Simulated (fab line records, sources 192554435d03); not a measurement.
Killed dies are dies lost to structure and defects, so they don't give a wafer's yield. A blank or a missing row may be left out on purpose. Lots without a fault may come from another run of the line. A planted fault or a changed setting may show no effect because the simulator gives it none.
A struck lot beside a sound one | flow n5_finfet | 34 steps out of a route of 1938
Sound: wafers L870.1, L870.3, L870.5. Struck: wafers L869.1, L869.4, L869.5. The cause comes at the end.
At each step with rows: each side's tool, then ch and its chambers, then its first start. Under that, the readings that differ: sound wafers | struck wafers | difference of the means | sigmas: that difference in standard deviations of wafers without a fault.
alike: readings whose means differ by less than 2 such deviations, and words and numbers that are the same on both sides. not compared: withheld readings, readings that some wafer has no value for, bounds like >300 that may hide the same value, and numbers for which the record gives no deviation and whose values overlap.
The two part at a step that has a row with sigmas, a row that says differs or no value, or rows on one side only. Numbers that don't overlap but have no deviation are shown without sigmas and don't part them. A reading that every wafer of one side lacks parts them only if that side has two wafers or more.

first, 9 steps without rows for these wafers: N5_BEOL_M11_EBR_24; N5_BEOL_M11_SOFTBAKE_23 (time 60 s); N5_BEOL_M11_EXPOSE_25 (exposes mask V10); N5_BEOL_M11_PEB_26 (peb time 60 s); N5_BEOL_M11_DEVELOP_27 (develop time 30 s); N5_BEOL_M11_DESCUM_33 (chemistry O2, time 7.9 s); N5_BEOL_M11_ETCH_65 (etches SiARC in CF4, target depth 39 nm, time 65 s); N5_BEOL_M11_ETCH_66 (etches SOC in N2/H2, target depth 120 nm, overetch 24 nm, time 180 s); N5_BEOL_M11_STRIP_69 (strips in N2/H2).
N5_BEOL_M11_VIA_ETCH_34: etches SiCOH lowk in C4F6/O2, target depth 184.5 nm, time 69.2 s.
  sound on rie_diel-05 ch 0,2, day 14 09:49; struck on rie_diel-03 ch 0,1,3, day 13 16:55
  alike: drypump_motor_current_A, oes_product_au, rf_vpp_V, showerhead_plenum_p_Torr, throttle_valve_pct
  not compared: rf_hours_counter_h
then, 23 steps without rows for these wafers: N5_BEOL_M11_STRIP_73 (strips in C4F6/O2); N5_BEOL_M11_STRIP_36 (strips in N2/H2); N5_BEOL_M11_TRENCH_ETCH_37 (etches SiCOH lowk in C4F6/O2, target depth 148.83 nm, time 48 s); N5_BEOL_M11_ETCH_41 (etches SiCN in CH3F/O2, target depth 42.6 nm, time 86 s); N5_BEOL_M11_STRIP_77 (strips in N2/H2, time 10 s); N5_BEOL_M11_HM_STRIP_39 (strips TiN in peroxide tin strip, target depth 25 nm, time 158 s); N5_BEOL_M11_SRD_40 (time 30 s); N5_BEOL_M11_PRECLEAN_42 (cleans in residue remover, time 60 s); N5_BEOL_M11_SRD_43 (time 30 s); N5_BEOL_M11_CURE_72 (cures SiCOH lowk, time 120 s); N5_BEOL_M11_DEGAS_44 (time 60 s); N5_BEOL_M11_PRE_CLEAN_45 (time 30 s); N5_BEOL_M11_ALD_74 (deposits TaN, target thk 2 nm, pulse time 2 s, purge time 3 s); N5_BEOL_M11_SURFACE_TREAT_76; N5_BEOL_M11_CVD_75 (deposits Co from CCTBA/H2, target thk 2 nm, time 138.9 s); N5_BEOL_M11_SPUTTER_48 (material Cu, target thk 12 nm, time 2 s); N5_BEOL_M11_ECD_50 (material Cu, target thk 318 nm); N5_BEOL_M11_ANNEAL_51 (time 90 s); N5_BEOL_M11_CMP_52 (polishes, stops on SiCOH lowk, t overpolish 7 s, target thk 140 nm); N5_BEOL_M11_PRE_CLEAN_55 (time 15 s); N5_BEOL_M11_DEP_56 (deposits SiCN from 3MS/NH3, target thk 30 nm, time 10.5 s); N5_BEOL_M12_ILD_DEP_00 (deposits SiOC from DEMS/O2, target thk 658.92 nm, time 130.7 s); N5_BEOL_M12_COAT_58 (time 60 s, resist thk 89 nm).
N5_PASSIVATION_PROBE_49:
  the record has rows for the struck wafers here (prober-02, day 15 09:59) and none for the sound ones

WHERE THEY PART
Only at N5_PASSIVATION_PROBE_49, within this record.

WHY: what the simulator had put in
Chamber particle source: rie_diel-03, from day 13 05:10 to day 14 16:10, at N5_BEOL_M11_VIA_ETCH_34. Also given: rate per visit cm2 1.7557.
